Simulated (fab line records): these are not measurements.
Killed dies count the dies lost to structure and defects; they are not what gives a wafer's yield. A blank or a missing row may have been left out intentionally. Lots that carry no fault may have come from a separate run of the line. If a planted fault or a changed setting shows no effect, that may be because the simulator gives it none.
Chamber matching -- flow n5 finfet -- N5_BEOL_M15_VIA_ETCH_16 on rie diel-05 has 4 sister chambers
The step etches SiO2 in C4F8/O2/Ar, target depth 1792.2 nm. 4 wafers are shown with their chamber, then 8 later ones without.

== WAFERS PAIRED WITH THEIR CHAMBERS ==
wafer,chamber,showerhead plenum p Torr (Torr)
L414.6,3,3.54
L418.2,1,3.40
L418.5,2,3.35
L419.3,0,3.54

== WAFERS MISSING THEIR CHAMBER ==
wafer,showerhead plenum p Torr (Torr)
L419.4,3.35
L419.5,3.54
L427.2,3.40
L427.3,3.53
L427.4,3.34
L431.1,3.53
L431.2,3.53
L431.5,3.33

== EACH ONE'S CHAMBER ==
wafer,from the rows above,in truth
L419.4,2,2
L419.5,can't be placed: 0 or 3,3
L427.2,1,1
L427.3,can't be placed: 0 or 3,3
L427.4,2,2
L431.1,can't be placed: 0 or 3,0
L431.2,can't be placed: 0 or 3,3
L431.5,2,2
Correctly placed: 4 of 8. Cannot be placed on the basis of these rows: 4; the candidates contain the true chamber in 4. Placed wrongly: 0.
How it was worked out, from the rows above alone: a wafer's distance from a chamber is the root of the sum, over the readings, of the square of ((its reading less the chamber's mean) divided by the reading's scatter). If the next closest chamber is less than 2 further off than the closest, the wafer can't be placed; otherwise it belongs to the closest. For every chamber, the mean is computed from those of its wafers that are shown. The scatter: with one shown wafer a chamber, the root of the mean of the squares of how far each hidden wafer lies from its nearest shown one.
